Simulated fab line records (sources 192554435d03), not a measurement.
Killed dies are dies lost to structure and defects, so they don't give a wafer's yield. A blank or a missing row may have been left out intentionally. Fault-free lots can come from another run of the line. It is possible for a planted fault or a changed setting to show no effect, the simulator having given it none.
A single fault, viewed from 3 desks / flow n5Finfet / each desk holds nothing but its own numbers, with what lay behind them at the end

## FOR THE TOOL OWNER'S DESK: lithoTrack-05
The tool's own readings at N5_BEOL_M15_PEB_26 (peb time 90 s): means of the sampled wafers that have a number, for each lot that ran on this tool. A lot is out of limits, marked OUT, if its mean lies more than 4 standard deviations from the usual mean; the brackets give that distance.
Columns: A = chillPlateTempC at N5_BEOL_M15_PEB_26, usual 23.01 C; B = exhaustPa at N5_BEOL_M15_PEB_26, usual 45.1 Pa
lot=L999; first seen here=day 11 12:37; A=22.98; B=46.0
lot=L101; first seen here=day 13 03:25; A=22.96; B=44.2
lot=L121; first seen here=day 18 21:13; A=22.96; B=44.4
lot=L120; first seen here=day 18 21:35; A=23.02; B=46.2
This desk's verdict: no lot among the 4 shows anything out of limits.

## METROLOGY DESK
What the gauges read for every lot (on any tool): the sampled wafers with a number, averaged. A lot is out of limits, marked OUT, if its mean lies more than 4 standard deviations from the usual mean; the brackets give that distance.
Columns: A = cdNm at N5_BEOL_M15_CD_MEAS_10, usual 359.7 nm
lot=L999; first seen here=day 11 11:08; A=360.6
lot=L100; first seen here=day 12 14:54; A=358.9
lot=L103; first seen here=day 12 21:59; A=358.3
lot=L101; first seen here=day 13 01:57; A=359.7
lot=L109; first seen here=day 14 19:22; A=359.7
lot=L111; first seen here=day 15 05:56; A=360.7
lot=L115; first seen here=day 15 11:36; A=358.5
lot=L112; first seen here=day 16 06:26; A=361.2
lot=L116; first seen here=day 16 09:32; A=359.1
lot=L117; first seen here=day 17 15:34; A=359.1
lot=L119; first seen here=day 18 03:55; A=359.7
lot=L122; first seen here=day 18 19:15; A=358.7
lot=L121; first seen here=day 18 19:43; A=358.2
lot=L120; first seen here=day 18 19:56; A=361.2
This desk's verdict: no lot among the 14 shows anything out of limits.

## THE DEFECT DESK
Inspection counts along the route, by lot: the mean over sampled wafers that carry a number. A lot is out of limits, marked OUT, if its mean lies more than 4 standard deviations from the usual mean; the brackets give that distance.
Columns: A = rawDefectCount at N5_BEOL_M15_INSPECT_12, usual 2.0
lot=L999; first seen here=day 11 11:12; A=0.7
lot=L100; first seen here=day 12 14:57; A=2.3
lot=L103; first seen here=day 12 22:03; A=2.3
lot=L101; first seen here=day 13 02:00; A=2.7
lot=L109; first seen here=day 14 19:25; A=2.0
lot=L111; first seen here=day 15 05:59; A=1.7
lot=L115; first seen here=day 15 11:39; A=2.3
lot=L112; first seen here=day 16 06:29; A=3.0
lot=L116; first seen here=day 16 09:35; A=1.7
lot=L117; first seen here=day 17 15:37; A=2.3
lot=L119; first seen here=day 18 03:58; A=0.7
lot=L122; first seen here=day 18 19:18; A=2.3
lot=L121; first seen here=day 18 19:47; A=3.0
lot=L120; first seen here=day 18 19:59; A=0.7
This desk's verdict: no lot among the 14 shows anything out of limits.

## ALL TOGETHER
The tool owner's desk saw nothing out of limits.
Metrology desk: nothing out of limits seen.
The defect desk saw nothing out of limits.

## WHAT HAD BEEN PUT IN BY THE SIMULATOR
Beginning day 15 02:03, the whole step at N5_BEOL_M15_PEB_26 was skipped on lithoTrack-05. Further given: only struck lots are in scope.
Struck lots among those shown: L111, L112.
